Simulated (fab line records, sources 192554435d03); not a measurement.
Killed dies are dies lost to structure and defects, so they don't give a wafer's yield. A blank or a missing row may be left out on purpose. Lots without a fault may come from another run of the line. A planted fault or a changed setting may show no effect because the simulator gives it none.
A struck lot beside a sound one | flow n5_finfet | 36 steps out of a route of 1938
Sound: wafers L215.1, L215.2, L215.5. Struck: wafers L211.2, L211.3, L211.4. The cause comes at the end.
At each step with rows: each side's tool, then ch and its chambers, then its first start. Under that, the readings that differ: sound wafers | struck wafers | difference of the means | sigmas: that difference in standard deviations of wafers without a fault.
alike: readings whose means differ by less than 2 such deviations, and words and numbers that are the same on both sides. not compared: withheld readings, readings that some wafer has no value for, bounds like >300 that may hide the same value, and numbers for which the record gives no deviation and whose values overlap.
The two part at a step that has a row with sigmas, a row that says differs or no value, or rows on one side only. Numbers that don't overlap but have no deviation are shown without sigmas and don't part them. A reading that every wafer of one side lacks parts them only if that side has two wafers or more.

first, 9 steps without rows for these wafers: N5_BEOL_M5_COAT_05 (resist thk 30 nm); N5_BEOL_M5_EBR_07; N5_BEOL_M5_SOFTBAKE_06 (time 60 s); N5_BEOL_M5_EXPOSE_08 (exposes mask M5, target cd 28 nm); N5_BEOL_M5_PEB_09 (peb time 60 s); N5_BEOL_M5_DEVELOP_10 (develop time 30 s); N5_BEOL_M5_DESCUM_16 (chemistry O2, time 7 s); N5_BEOL_M5_ETCH_72 (etches underlayer in N2/H2, target depth 6.5 nm, time 5.2 s); N5_BEOL_M5_ETCH_61 (etches SiARC in CF4, target depth 15.6 nm, time 26 s).
N5_BEOL_M5_ETCH_62: etches SOC in N2/H2, target depth 75 nm, overetch 15 nm, time 112.5 s.
  sound on rie_diel-03 ch 0,2,3, day 13 12:29; struck on rie_diel-06 ch 0,2,3, day 12 23:59
  reading                                    | sound             | struck            | difference | sigmas
  drypump_motor_current_A (A)                | 4.7 5.5 5.1       | 6.6 6.0 6.0       | +1.1       | +2
  rf_fwd_power_W (W)                         | 836.8 833.9 836.9 | 638.3 634.8 633.2 | -200.4     | -77
  rf_vpp_V (V)                               | 521.2 524.3 525.3 | 575.5 576.3 573.5 | +51.5      | +23
  model.SiARC_of_BEOL_M5_COAT_60.thk_nm (nm) | 6.8 6.8 6.6       | 7.6 7.6 7.6       | +0.9       |
  model.BEOL_M5.cd_nm (nm)                   | 28 28.6 28.4      | 27.2 27.4 27.4    | -1.0       |
  alike: h2_flow_sccm, oes_product_au, showerhead_plenum_p_Torr, throttle_valve_pct
  not compared: rf_hours_counter_h
then, 24 steps without rows for these wafers: N5_BEOL_M5_STRIP_63 (strips in N2/H2); N5_BEOL_M5_STRIP_73 (strips in N2/H2); N5_BEOL_M5_STRIP_64 (strips in CF4); N5_BEOL_M5_HM_OPEN_17 (chemistry Cl2/BCl3, target TiN, target depth 20 nm, overetch 6 nm); N5_BEOL_M5_STRIP_19 (strips in O2); N5_BEOL_M5_COAT_65 (time 60 s, resist thk 60 nm); N5_BEOL_M5_COAT_66 (time 60 s, resist thk 12 nm); N5_BEOL_M5_COAT_74 (time 60 s, resist thk 5 nm); N5_BEOL_M5_COAT_22 (resist thk 30 nm); N5_BEOL_M5_EBR_24; N5_BEOL_M5_SOFTBAKE_23 (time 60 s); N5_BEOL_M5_EXPOSE_25 (exposes mask V4, defocus 10 nm); N5_BEOL_M5_PEB_26 (peb time 60 s); N5_BEOL_M5_DEVELOP_27 (develop time 30 s); N5_BEOL_M5_DESCUM_33 (chemistry O2, time 7 s); N5_BEOL_M5_ETCH_75 (etches underlayer in N2/H2, target depth 6.5 nm, time 5.2 s); N5_BEOL_M5_ETCH_67 (etches SiARC in CF4, target depth 15.6 nm, time 26 s); N5_BEOL_M5_ETCH_68 (etches SOC in N2/H2, target depth 80 nm, overetch 16 nm, time 120 s); N5_BEOL_M5_STRIP_69 (strips in N2/H2); N5_BEOL_M5_STRIP_76 (strips in N2/H2); N5_BEOL_M5_VIA_ETCH_34 (etches SiCOH lowk in C4F6/O2, target depth 88.3 nm, time 39.2 s); N5_BEOL_M5_STRIP_85 (strips in C4F6/O2); N5_BEOL_M5_STRIP_36 (strips in N2/H2); N5_BEOL_M5_TRENCH_ETCH_37 (etches SiCOH lowk in C4F6/O2, target depth 71.652 nm, time 24.7 s).
N5_BEOL_M5_ETCH_41: etches SiCN in CH3F/O2, target depth 31.5 nm, time 56.7 s.
  sound on rie_diel-01 ch 0,2,3; struck on rie_diel-01 ch 0,1,3
  reading                  | sound        | struck         | difference | sigmas
  model.BEOL_M5.cd_nm (nm) | 28 28.6 28.4 | 27.2 27.4 27.6 | -0.9       |
  alike: drypump_motor_current_A, oes_product_au, rf_fwd_power_W, rf_vpp_V, showerhead_plenum_p_Torr, throttle_valve_pct
  not compared: rf_hours_counter_h
then, 1 step without rows for these wafers: N5_PASSIVATION_PROBE_49.

WHERE THEY PART
Only at N5_BEOL_M5_ETCH_62, within this record. Later steps at which nothing parts them and some readings are alike: N5_BEOL_M5_ETCH_41.

WHY: what the simulator had put in
Process parameter drift: rie_diel-06, from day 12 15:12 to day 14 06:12, at N5_BEOL_M5_ETCH_62. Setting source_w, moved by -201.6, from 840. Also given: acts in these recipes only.
